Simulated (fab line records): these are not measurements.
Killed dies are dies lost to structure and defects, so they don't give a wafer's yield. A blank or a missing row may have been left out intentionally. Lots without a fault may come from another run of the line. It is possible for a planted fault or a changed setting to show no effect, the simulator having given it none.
Comparing a struck lot with a sound one | flow n5-finfet | 17 out of 1938 route steps
Sound: these wafers, L404.1, L404.2, L404.5. Struck: wafer L417.6 (left out: L417.4, a lot-mate that was not struck); the cause follows at the end.
Order at every step that has rows: each side's tool, ch and its chambers, its first start. Under that, the readings that differ: sound wafers | struck wafers | difference of the means | sigmas: that difference in standard deviations of wafers without a fault.
alike: readings whose means differ by less than 2 such deviations, and words and numbers that are the same on both sides. not compared: withheld readings, readings that some wafer has no value for, bounds like >300 that may hide the same value, and numbers for which the record gives no deviation and whose values overlap.
A row with sigmas, a row that says differs or no value, or rows on one side alone: a step with any of these is where the two part. Numbers that have no deviation but don't overlap get no sigmas and don't part them. A reading missing from all wafers of one side parts the sides only when that side holds two or more wafers.

first, 2 steps without rows for these wafers: N5_FIN_CUT_PRECLEAN_35 (cleans in vHF, time 13.3 s); N5_FIN_CUT_CUT_ETCH_15 (etches Si in HBr/Cl2/O2, target depth 100 nm, bt time 10 s, time 42.4 s).
N5_FIN_CUT_CUT_ETCH_28: etches Si in HBr/Cl2/O2, target depth 6 nm, time 2.4 s.
  sound on rie-si-02 ch 1,2,3, day 2 03:06; struck on rie-si-04 ch 1, day 5 11:39
  alike: HBr_flow_sccm, drypump-motor-current-A, oes-product-au, throttle-valve-pct
  not compared: rf-hours-counter-h
N5_FIN_CUT_STRIP_22: strips in N2/H2.
  sound on rie-diel-06 ch 1,2, day 2 03:10; struck on rie-diel-04 ch 1, day 5 11:43
  alike: drypump-motor-current-A, oes-product-au, rf-vpp-V, showerhead-plenum-p-Torr, throttle-valve-pct
  not compared: rf-hours-counter-h
then, 3 steps without rows for these wafers: N5_FIN_CUT_PRECLEAN_36 (cleans in O3/DIW, time 60 s); N5_FIN_CUT_SRD_32 (time 30 s); N5_FIN_CUT_UV_OZONE_34 (time 120 s).
N5_FIN_CUT_INSPECT_17: inspects for defects (brightfield).
  sound: defect-inspect-01 at day 2 03:20; struck: defect-inspect-02 at day 5 11:53
  alike: raw-defect-count
N5_STI_FIN_REVEAL_ALD_00: deposits SiO2, target thk 1 nm, pulse time 1 s.
  sound on ald-sin-01 ch 0,1, day 2 03:22; struck on ald-sin-01 ch 3, day 5 11:55
  alike: heater-power-w, precursor-pulse-height-rel
N5_STI_FIN_REVEAL_ALD_14: deposits Si3N4, target thk 3 nm.
  sound on ald-sin-01 ch 0,1, day 2 03:25; struck on ald-sin-01 ch 3, day 5 11:58
  alike: heater-power-w
then, 2 steps without rows for these wafers: N5_STI_FIN_REVEAL_FCVD_FILL_01 (material SiO2 flowable, target thk 312 nm, time 512.2 s); N5_STI_FIN_REVEAL_DENSIFY_02 (time 1800 s).
N5_STI_FIN_REVEAL_CMP_04: polishes, stops on Si3N4, t overpolish 4 s, target thk 131.83 nm.
  sound on cmp-03 ch 0,1,3, day 2 08:32; struck on cmp-02 ch 0, day 5 17:01
  reading                | sound       | struck | difference | sigmas
  time-to-endpoint-s (s) | 108 108 109 | 55     | -53        | -9
  alike: motor-current-A, overpolish-run-s
N5_STI_FIN_REVEAL_THK_MEAS_05:
  sound: film-metro-01 at day 2 08:46; struck: film-metro-02 at day 5 17:19
  reading     | sound             | struck | difference | sigmas
  thk-nm (nm) | 132.0 132.1 131.3 | 129.0  | -2.8       | -3
N5_STI_FIN_REVEAL_DENSIFY_30:
  sound on rtp-anneal-02 ch 0, day 2 08:47; struck on rtp-anneal-02 ch 0, day 5 17:26
  alike: lamp-power-pct, lamp_zone_5_pct, lamp_zone_6_pct
  not compared: wafer_temp_C_max
-- here the record skips 6 days between the struck wafers' starts before and after, leaving off in module STI_FIN_REVEAL and picking up in module BEOL_M4 (first step shown: number 1111 of the route) --
N5_BEOL_M4_RC_MEAS_101:
  sound on prober-01 ch 0, day 8 12:03; struck on prober-01 ch 0, day 11 18:52
  alike: DIBL_N, DIBL_P, IOFF_N, IOFF_P, ION_N, ION_P, SS_N, SS_P, VT_N, VT_P
-- the record jumps here: 4 days lie between the struck wafers' starts before and after (it left off in module BEOL_M4 and takes up again in module PASSIVATION, whose first step shown is number 1936 of the route) --
N5_PASSIVATION_PROBE_49:
  only the struck wafers here have rows in the record (prober-01, day 15 16:02); the sound ones have none

== WHERE THEY PART ==
First at N5_STI_FIN_REVEAL_CMP_04; last, within this record, at N5_PASSIVATION_PROBE_49.

WHY: what the simulator had put in
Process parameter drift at N5_STI_FIN_REVEAL_CMP_04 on cmp-02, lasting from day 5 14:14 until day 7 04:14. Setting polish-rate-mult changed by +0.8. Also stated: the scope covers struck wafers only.
